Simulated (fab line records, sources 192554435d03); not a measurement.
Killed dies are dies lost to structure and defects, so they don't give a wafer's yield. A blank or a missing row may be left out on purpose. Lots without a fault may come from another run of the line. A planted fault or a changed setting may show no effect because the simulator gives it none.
fab line records | flow n5_finfet
record lots=10 wafers=30 last_day=17
route steps=1938 shown BEOL_M11@1551
lots that met no fault: from a run of the same line without faults
start_h: hours from the record's first day to the start of the lot's first wafer shown | wait_h: hours since the lot's step before | " the same as in the row above | L1.1+2: a row that stands for several wafers | - no value, or no start given | * or withheld: withheld | < > ~ a bound
route shown NAME@n: a module of which the file shows steps, and the number in the route of the first | usual: mean/standard deviation of fault-free wafers | same: alike in all rows | chamber/n: place in a boat | sites: the reading at each site | _std_site: their standard deviation | _edge_site: outer sites' mean less inner sites' | radius_mm: how far each site lies from the wafer's centre | mask NAME#n: copy n | behind: the tool/chamber that last shaped the wafer | hold: why the lot was held/for how many hours/how that ended | device: the transistor (n, p or np) that didn't switch | end of line: the same wafers' tests at the end of the route | a step without rows: its recipe alone | killed: dies lost to structure and defects at the first sort, not the wafer's yield | map: a wafer's dies, x killed, . not, _ none there
set.NAME: the setting as run; set.NAME@STEP: as run at that earlier step | model.NAME: the simulator's own value behind a step, which no gauge read
steps of the route over a sample of lots; a table a step, a row a wafer
services: from which hour (start_h, from the record's first day; less than 0 if before it) a tool's chamber was out of use, for how many hours, and why
## steps
# step N5_BEOL_M11_INSPECT_13
# recipe mode=adi inspect_instrument=brightfield
# usual raw_defect_count=413/98
# columns lot.wafer tool chamber start_h wait_h raw_defect_count
L436.3 defect_inspect-02 - 221.53 0.0 504
L436.4 " - " " 429
L436.5 " - " " 374
L438.1 defect_inspect-02 - 241.06 0.0 424
L438.3 " - " " 332
L438.4 " - " " 426
L439.1 defect_inspect-02 - 257.23 0.0 418
L439.3 " - " " 389
L439.6 " - " " 418
L440.1 defect_inspect-02 - 259.71 0.0 334
L440.4 " - " " 563
L440.5 " - " " 328
L445.4 defect_inspect-02 - 290.62 0.0 233
L445.5 " - " " 290
L445.6 " - " " 483
L446.2 defect_inspect-02 - 301.24 0.0 344
L446.4 " - " " 561
L446.5 " - " " 388
L451.2 defect_inspect-02 - 330.04 0.0 253
L451.3 " - " " 378
L451.5 " - " " 467
L456.1 defect_inspect-01 - 347.88 0.0 589
L456.3 " - " " 311
L456.4 " - " " 368
L458.3 defect_inspect-02 - 363.66 0.0 393
L458.4 " - " " 352
L458.5 " - " " 486
L457.2 defect_inspect-02 - 363.82 0.0 335
L457.3 " - " " 399
L457.4 " - " " 337
# step N5_BEOL_M11_STRIP_67
# recipe chemistry=CF4 resist=SiARC power_w=300 bias_power_w=75 pressure_mtorr=50 cf4_flow_sccm=150 rf_frequency_hz=6e+07
# usual bias_power_w=75.00/0.24 drypump_motor_current_A=5.8/0.63 oes_product_au=0.82/0.086 rf_vpp_V=271.5/1.6 showerhead_plenum_p_Torr=1.80/0.062 throttle_valve_pct=13.50/0.19
# columns lot.wafer tool chamber start_h wait_h bias_power_w drypump_motor_current_A oes_product_au rf_hours_counter_h rf_vpp_V showerhead_plenum_p_Torr throttle_valve_pct
L436.3 rie_diel-03 1 223.18 0.0 75.06 6.1 0.72 155 271.6 1.87 13.72
L436.4 " 0 " " 75.04 5.1 0.72 180 268.7 1.73 13.56
L436.5 " 2 " " 75.09 5.4 0.71 - 270.4 1.78 13.76
L438.1 rie_diel-01 0 241.65 0.0 74.94 5.8 0.89 41 273.6 1.90 13.32
L438.3 " 1 " " 75.14 4.7 0.92 16 270.5 1.83 13.44
L438.4 " 2 " " 75.19 6.6 0.92 10 270.7 1.76 13.42
L439.1 rie_diel-04 0 257.53 0.0 74.62 5.3 0.76 184 272.9 1.85 13.79
L439.3 " 1 " " 75.10 5.4 0.89 31 272.6 1.82 13.40
L439.6 " 0 " " 74.91 5.3 0.74 - 273.4 1.85 13.80
L440.1 rie_diel-01 3 259.97 0.0 75.10 6.2 0.76 133 270.4 1.73 13.44
L440.4 " 1 " " 75.37 4.7 0.90 22 271.9 1.83 13.43
L440.5 " 0 " " 75.07 5.9 0.88 - 274.7 1.90 13.34
L445.4 rie_diel-01 1 290.99 0.0 75.08 4.7 0.88 - 271.7 1.83 13.47
L445.5 " 1 " " 74.57 4.7 0.88 - 272.6 1.83 13.47
L445.6 " 2 " " 75.34 6.6 0.89 - 271.1 1.75 13.45
L446.2 rie_diel-01 3 301.51 0.0 75.02 6.2 0.75 142 270.3 1.72 13.46
L446.4 " 2 " " 75.00 6.5 0.88 28 269.4 1.75 13.45
L446.5 " 3 " " 75.14 6.2 0.75 - 267.8 1.72 13.46
L451.2 rie_diel-04 3 330.37 0.0 74.87 6.8 0.96 3 274.2 1.91 13.09
L451.3 " 1 " " 74.96 5.4 0.85 57 271.8 1.82 13.46
L451.5 " 3 " " 74.85 6.7 0.97 - 273.4 1.91 13.11
L456.1 rie_diel-01 0 348.14 0.0 74.67 5.8 0.85 73 272.7 1.89 13.39
L456.3 " 3 " " 74.92 6.2 0.73 156 269.8 1.72 13.51
L456.4 " 2 " " 74.73 6.6 0.86 42 269.4 1.75 13.51
L458.3 rie_diel-03 3 364.00 0.0 75.25 6.5 0.82 73 271.9 1.88 13.31
L458.4 " 2 " " 75.05 5.4 0.69 247 270.5 1.77 13.85
L458.5 " 3 " " 75.02 6.4 0.81 - 273.0 1.88 13.32
L457.2 rie_diel-03 3 364.54 0.0 74.89 6.4 0.81 73 274.4 1.88 13.32
L457.3 " 1 " " 75.26 6.1 0.69 202 274.0 1.85 13.84
L457.4 " 0 " " 74.86 5.1 0.69 218 268.9 1.71 13.66
# step N5_BEOL_M11_STRIP_36
# recipe chemistry=N2/H2 power_w=450 temp_c=40 pressure_mtorr=20 rf_frequency_hz=6e+07 overash_fraction=0.3 bias_power_w=7 h2_frac=0.5 n2_flow_sccm=200 h2_flow_sccm=200
# usual bias_power_w=6.999/0.021 drypump_motor_current_A=5.8/0.6 h2_flow_sccm=200.0/0.56 oes_product_au=0.79/0.089 rf_vpp_V=59.3/1.9 showerhead_plenum_p_Torr=2.56/0.1 temp_c=39.99/0.12 throttle_valve_pct=23.57/0.28
# same overash_fraction=0.3
# columns lot.wafer tool chamber start_h wait_h bias_power_w drypump_motor_current_A h2_flow_sccm oes_product_au rf_hours_counter_h rf_vpp_V showerhead_plenum_p_Torr temp_c throttle_valve_pct
L436.3 rie_diel-03 0 225.15 0.0 6.989 5.1 200.5 0.72 181 58.8 2.42 40.12 23.37
L436.4 " 1 " " 7.026 6.1 200.9 0.71 156 58.2 2.65 39.96 23.56
L436.5 " 3 " " 7.013 6.5 201.0 0.87 - 58.0 2.69 39.92 23.24
L438.1 rie_diel-01 1 243.02 0.0 6.998 4.7 200.3 0.90 17 60.2 2.60 39.82 23.64
L438.3 " 2 " " 6.967 6.5 200.7 0.94 11 58.4 2.49 40.01 23.74
L438.4 " 0 " " 7.001 5.9 199.0 0.90 42 58.4 2.69 39.86 23.26
L439.1 rie_diel-03 3 260.30 0.0 7.009 6.5 200.3 0.87 37 56.0 2.69 40.15 23.29
L439.3 " 0 " " 7.010 5.1 199.6 0.72 192 57.1 2.42 39.91 23.39
L439.6 " 0 " " 6.990 5.1 199.8 0.72 - 63.0 2.42 39.95 23.42
L440.1 rie_diel-03 0 260.97 0.0 6.977 5.1 200.3 0.72 193 58.0 2.41 40.16 23.37
L440.4 " 3 " " 7.008 6.5 200.4 0.87 38 62.5 2.69 40.02 23.28
L440.5 " 0 " " 7.024 5.1 199.7 0.71 - 56.6 2.42 40.20 23.39
L445.4 rie_diel-03 3 291.93 0.0 7.023 6.5 199.8 0.86 48 60.0 2.69 39.91 23.31
L445.5 " 2 " " 6.972 5.5 200.7 0.71 - 59.6 2.50 39.90 24.08
L445.6 " 1 " " 7.005 6.1 200.1 0.70 - 61.6 2.64 40.03 23.61
L446.2 rie_diel-01 2 302.87 0.0 6.996 6.6 199.2 0.89 29 59.3 2.48 40.11 23.74
L446.4 " 3 " " 7.002 6.2 199.1 0.74 143 58.7 2.44 39.90 23.49
L446.5 " 0 " " 7.049 5.8 200.4 0.88 - 57.8 2.68 40.02 23.28
L451.2 rie_diel-04 0 331.29 0.0 7.040 5.3 199.9 0.73 210 62.6 2.62 39.82 23.99
L451.3 " 3 " " 7.007 6.8 200.8 0.98 4 60.1 2.71 40.05 22.99
L451.5 " 1 " " 6.994 5.4 199.7 0.86 - 59.9 2.57 40.08 23.51
L456.1 rie_diel-03 1 350.16 0.0 6.972 6.1 200.4 0.69 197 59.5 2.63 40.18 23.64
L456.3 " 0 " " 6.991 5.1 199.5 0.70 214 59.9 2.41 39.88 23.43
L456.4 " 3 " " 7.021 6.5 199.9 0.83 68 61.0 2.68 40.18 23.32
L458.3 rie_diel-01 3 366.90 0.0 6.989 6.2 199.3 0.74 162 57.0 2.43 39.79 23.50
L458.4 " 1 " " 7.011 4.7 200.1 0.83 54 58.5 2.58 39.96 23.73
L458.5 " 2 " " 6.992 6.6 200.5 0.85 - 58.5 2.48 39.95 23.74
L457.2 rie_diel-03 3 367.72 0.0 7.006 6.4 200.7 0.82 74 62.1 2.67 40.01 23.32
L457.3 " 1 " " 6.981 6.1 200.2 0.68 203 59.6 2.63 40.10 23.63
L457.4 " 0 " " 6.995 5.1 200.3 0.70 219 57.0 2.40 39.98 23.41
# step N5_BEOL_M11_ETCH_41
# recipe chemistry=CH3F/O2 target=SiCN target_depth_a=426 taper_deg=2 time_s=86 ion_energy_ev=120 mask_material=TiN pressure_mtorr=30 source_w=395 bias_w=75 Ar_flow_sccm=150 CH3F_flow_sccm=30 O2_flow_sccm=20
# usual CH3F_flow_sccm=29.98/0.09 drypump_motor_current_A=5.8/0.6 oes_product_au=0.79/0.09 rf_vpp_V=297.6/1.8 run_length_s=109.5/0.42 showerhead_plenum_p_Torr=2.02/0.079 throttle_valve_pct=16.29/0.19
# columns lot.wafer tool chamber start_h wait_h CH3F_flow_sccm drypump_motor_current_A oes_product_au rf_hours_counter_h rf_vpp_V run_length_s showerhead_plenum_p_Torr throttle_valve_pct
L436.3 rie_diel-03 0 225.23 - 30.00 5.1 0.72 181 296.7 109.4 1.91 16.22
L436.4 " 1 " " 30.03 6.1 0.72 156 298.2 109.0 2.08 16.43
L436.5 " 3 " " 29.98 6.4 0.89 - 300.4 109.8 2.13 15.99
L438.1 rie_diel-01 1 243.10 - 29.98 4.7 0.93 17 298.9 109.0 2.05 16.25
L438.3 " 2 " " 29.95 6.6 0.94 11 297.7 109.3 1.96 16.25
L438.4 " 0 " " 29.97 5.8 0.90 42 299.9 109.1 2.11 16.03
L439.1 rie_diel-03 3 260.38 - 30.02 6.4 0.87 37 300.5 109.6 2.13 15.99
L439.3 " 0 " " 30.07 5.2 0.71 192 295.7 109.8 1.91 16.24
L439.6 " 0 " " 30.05 5.1 0.71 - 295.2 109.3 1.91 16.24
L440.1 rie_diel-03 0 261.05 - 29.89 5.1 0.71 193 296.7 110.1 1.91 16.23
L440.4 " 3 " " 29.99 6.4 0.87 38 299.0 110.3 2.13 15.99
L440.5 " 0 " " 30.00 5.1 0.71 - 296.0 109.8 1.91 16.23
L445.4 rie_diel-03 3 292.01 - 30.06 6.5 0.86 48 301.2 109.8 2.12 16.02
L445.5 " 2 " " 29.77 5.4 0.70 - 296.3 109.5 1.98 16.53
L445.6 " 1 " " 29.83 6.1 0.71 - 298.1 109.3 2.07 16.47
L446.2 rie_diel-01 2 302.96 - 30.02 6.6 0.90 29 297.1 109.3 1.96 16.31
L446.4 " 3 " " 30.15 6.2 0.75 143 296.4 109.1 1.92 16.18
L446.5 " 0 " " 29.88 5.9 0.87 - 300.1 109.3 2.11 16.09
L451.2 rie_diel-04 0 331.37 - 29.88 5.4 0.73 210 298.8 110.4 2.07 16.57
L451.3 " 3 " " 30.04 6.7 0.98 4 298.4 109.6 2.13 15.83
L451.5 " 1 " " 30.08 5.4 0.87 - 297.1 110.3 2.04 16.30
L456.1 rie_diel-03 1 350.24 - 29.97 6.1 0.69 197 298.0 128.3 2.07 16.47
L456.3 " 0 " " 29.91 5.1 0.70 214 296.2 109.6 1.90 16.27
L456.4 " 3 " " 30.22 6.4 0.84 68 300.3 129.0 2.12 16.06
L458.3 rie_diel-01 3 366.98 - 30.11 6.2 0.74 162 294.9 109.1 1.91 16.22
L458.4 " 1 " " 30.00 4.7 0.86 55 298.6 109.2 2.04 16.32
L458.5 " 2 " " 30.03 6.6 0.87 - 295.9 109.1 1.95 16.35
L457.2 rie_diel-03 3 367.80 - 29.98 6.4 0.82 74 298.8 109.8 2.11 16.07
L457.3 " 1 " " 29.89 6.1 0.69 203 298.6 109.1 2.06 16.50
L457.4 " 0 " " 29.92 5.1 0.69 219 294.3 128.4 1.90 16.30
## services
# columns tool chamber start_h hours kind
rie_diel-04 - 211.67 2.8 pm
rie_diel-01 - 217.33 9.7 repair
rie_diel-04 - 217.33 2.1 repair
rie_diel-01 - 229.97 2.8 pm
rie_diel-04 1 239.23 6.4 repair
rie_diel-04 2 247.20 - clean
rie_diel-04 2 247.20 - consumable_replace:focus_ring
rie_diel-04 2 247.20 17.3 scheduled_down
rie_diel-04 2 247.20 17.3 vent_cycle
rie_diel-01 3 284.47 7.4 repair
rie_diel-04 3 295.36 - clean
rie_diel-04 3 295.36 - consumable_replace:focus_ring
rie_diel-04 3 295.36 - consumable_replace:showerhead
rie_diel-04 3 295.36 27.3 scheduled_down
rie_diel-04 3 295.36 27.3 vent_cycle
## key
first_sign step=N5_BEOL_M11_ETCH_41 reading=run_length_s direction=up sigmas=46 usual=* struck=*
effect none on later readings
met_at N5_BEOL_M11_ETCH_41
struck_lots L456,L457
struck_wafers L456.1,L456.4,L457.4
not_acting_at N5_BEOL_M11_INSPECT_13,N5_BEOL_M11_STRIP_67,N5_BEOL_M11_STRIP_36
onset_between 292.01 350.24
fault kind=process_parameter_drift tool=rie_diel-03 chamber=- onset_h=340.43 steps=N5_BEOL_M11_ETCH_41 channel=time_s offset=* shape=step end_h=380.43 scope=struck_wafers_only acts_in=* stated=*
